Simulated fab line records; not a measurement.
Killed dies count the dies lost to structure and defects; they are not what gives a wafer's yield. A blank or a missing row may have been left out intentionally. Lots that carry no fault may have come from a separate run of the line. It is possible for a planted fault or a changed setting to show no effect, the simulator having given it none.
Matching of chambers -- flow n5 finfet -- N5_BEOL_M3_STRIP_19 on rie diel-06: 4 sister chambers
The step strips in O2. 16 wafers are shown with their chamber, then 8 later ones without.

## WAFERS PAIRED WITH THEIR CHAMBERS
wafer,chamber,drypump motor current A (A),oes product au (a.u.),throttle valve pct (%)
L887.1,1,6.0,0.88,16.35
L887.2,0,5.4,0.87,16.38
L887.5,0,5.4,0.87,16.40
L889.1,1,6.0,0.88,16.35
L889.4,0,5.5,0.86,16.40
L889.5,1,6.0,0.89,16.36
L891.1,0,5.5,0.86,16.40
L891.2,2,6.0,0.77,16.41
L891.5,0,5.5,0.86,16.40
L890.1,1,6.0,0.88,16.39
L890.5,0,5.5,0.87,16.41
L890.6,3,5.1,0.71,16.74
L893.1,1,6.0,0.88,16.38
L893.4,3,5.1,0.71,16.74
L893.5,2,6.0,0.78,16.42
L892.1,2,6.0,0.78,16.42

SIGNATURES (averages over the wafers above)
reading,chamber 0,chamber 1,chamber 2,chamber 3,scatter within a chamber
drypump motor current A,5.467,6.000,6.000,5.100,0.0333
oes product au,0.8650,0.8820,0.7767,0.7100,0.00497
throttle valve pct,16.3983,16.3660,16.4167,16.7400,0.0125
Rule: distance of a wafer from a chamber = root of the sum over the readings of ((wafer's reading minus chamber's mean) / reading's scatter) squared. If the next closest chamber is less than 2 further off than the closest, the wafer can't be placed; otherwise it belongs to the closest. The scatter is the square root of a quotient: the sum, over the shown wafers, of each reading's squared deviation from its chamber's mean, divided by wafers minus chambers.

## WAFERS WHOSE CHAMBER IS MISSING
wafer,drypump motor current A (A),oes product au (a.u.),throttle valve pct (%)
L892.2,6.0,0.88,16.38
L892.5,6.0,0.88,16.37
L895.1,5.5,0.85,16.41
L895.3,5.9,0.87,16.40
L895.5,6.0,0.86,16.39
L898.2,5.5,0.84,16.44
L898.5,6.0,0.86,16.39
L898.6,5.5,0.84,16.41

## THE CHAMBER EACH PASSED THROUGH
wafer,from the rows above,in truth
L892.2,1,1
L892.5,1,1
L895.1,0,0
L895.3,1,1
L895.5,1,1
L898.2,0,0
L898.5,1,1
L898.6,0,0
Correct placement for 8 of the 8. From these rows, 0 cannot be placed. Placed wrongly: 0.
